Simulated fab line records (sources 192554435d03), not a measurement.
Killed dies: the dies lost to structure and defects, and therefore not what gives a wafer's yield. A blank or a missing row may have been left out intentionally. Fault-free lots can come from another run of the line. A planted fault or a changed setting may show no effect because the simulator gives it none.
Split-lot study | flow n5 finfet | 21 wafers read from 7 lots, route of 1938 steps

== SPLIT DETAILS ==
At N5_FIN_SAQP_HM_DEP_72 (deposits SiO2 from SiH4/N2O, target thk 12 nm, time 7.2 s), the setting time s was moved away from the recipe's 7.2 s on 6 of the 21 wafers read, by -5.9% to +6.5%. All remaining wafers had this setting at the recipe value.

== FROM THE SPLIT TO THE READING: what the file shows between them, 4 steps ==
- N5_FIN_SAQP_COAT_49: time 60 s, resist thk 100 nm
- N5_FIN_SAQP_COAT_50: time 60 s, resist thk 35 nm
- N5_FIN_SAQP_ETCH_52: etches SOC in N2/H2, target depth 100 nm, overetch 20 nm, time 150 s
- N5_FIN_SAQP_STRIP_53: strips in N2/H2

== THE READING ==
etch.depth nm (the simulator's own value, which no gauge read), in nm, at N5_FIN_SAQP_HM_OPEN_73 (chemistry CHF3/O2, target SiO2, stops on a-Si, target depth 12 nm, time 16.8 s). The file does not state a usual value for it. Average 11.97 nm, standard deviation 0.18 nm, over the 15 wafers here run with the recipe.

wafer  | tool, chamber at the split | time s as run, s | against the recipe | etch.depth nm, nm | against lot-mates on the recipe
L075.1 | pecvd-04, 1                | 7.2              | recipe             | 11.99             | -
L075.4 | pecvd-04, 1                | 7.2              | recipe             | 12.22             | -
L075.5 | pecvd-04, 1                | 7.2              | recipe             | 12.35             | -
L082.1 | pecvd-04, 0                | 6.773            | -5.9%              | 11.39             | -0.63
L082.4 | pecvd-04, 0                | 7.2              | recipe             | 12.08             | -
L082.5 | pecvd-04, 1                | 7.2              | recipe             | 11.97             | -
L083.2 | pecvd-03, 0                | 6.895            | -4.2%              | 11.42             | -0.54
L083.4 | pecvd-03, 1                | 7.2              | recipe             | 11.96             | -
L083.6 | pecvd-03, 2                | 6.895            | -4.2%              | 11.65             | -0.31
L090.1 | pecvd-03, 1                | 7.2              | recipe             | 11.88             | -
L090.3 | pecvd-03, 2                | 7.2              | recipe             | 11.95             | -
L090.6 | pecvd-03, 2                | 7.2              | recipe             | 12.16             | -
L092.1 | pecvd-03, 2                | 7.669            | +6.5%              | 12.78             | +1.20
L092.2 | pecvd-03, 1                | 7.2              | recipe             | 11.58             | -
L092.4 | pecvd-03, 1                | 7.669            | +6.5%              | 12.7              | +1.12
L094.1 | pecvd-02, 1                | 7.2              | recipe             | 11.73             | -
L094.2 | pecvd-02, 2                | 7.2              | recipe             | 11.81             | -
L094.6 | pecvd-02, 1                | 7.2              | recipe             | 12.01             | -
L096.2 | pecvd-02, 2,0              | 7.2              | recipe             | 11.93             | -
L096.6 | pecvd-02, 2,0              | 7.2              | recipe             | 11.93             | -
L096.4 | pecvd-02, 1                | 6.883            | -4.4%              | 11.76             | -0.17
Where a row lists several chambers, the file gives one row for several wafers and doesn't say which wafer went through which chamber.

FIT RESULTS
A straight line over all 21 wafers: etch.depth nm changes by +0.104 nm for each +1% of time s; r = +0.87; the points scatter about the line by 0.18 nm.
The same after taking each lot's own level away (the mean of its wafers on the recipe; 21 wafers): +0.135 nm for each +1%; r = +0.93; scatter 0.16 nm.
On that fit, the largest move of time s shifts the reading by 0.88 nm.
The span of the lots' own levels, 11.580 to 12.187 nm, comes to 3.3 times the standard deviation stated above.
So the slope is not independent of the lot-to-lot level: the two fits are not the same.
Check: with one of the wafers moved furthest among these (+6.5%) left out of the fit, the line predicts +0.831 nm for it against its lot-mates. It came out at +1.2 nm against them.

== OTHER SPLITS APPLIED TO THESE WAFERS ==
Note: prior to the reading, these wafers also went through further splits. Each is held against what the fit with the lots' levels taken away leaves over:
other split on the same wafers        | wafers away from the commonest value | r with etch.depth nm (lot level and that fit taken away)
N5_WELL_APT_EXPOSE_05 dose mj         | 7                                    | +0.06
N5_WELL_APT_DEVELOP_07 develop time s | 6                                    | +0.21
N5_FIN_SAQP_HM_DEP_03 time s          | 7                                    | +0.08

== THE WHOLE CHAIN: every reading that the file lists as answering this split, in the file's order ==
step                   | what it does                                                                   | reading                                                                            | change (the file's fit)               | r (the file's)
N5_FIN_SAQP_HM_DEP_72  | deposits SiO2 from SiH4/N2O, target thk 12 nm, time 7.2 s                      | SiO2_of_FIN_SAQP_HM_DEP_72.thk nm (the simulator's own value, which no gauge read) | +0.121 nm for each +1% of the setting | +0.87
N5_FIN_SAQP_HM_OPEN_73 | chemistry CHF3/O2, target SiO2, stops on a-Si, target depth 12 nm, time 16.8 s | etch.depth nm (the simulator's own value, which no gauge read)                     | +0.121 nm for each +1% of the setting | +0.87

== FILE'S OWN FIT ==
etch.depth nm changes by +0.121 nm for each +1% of time s, r = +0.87.
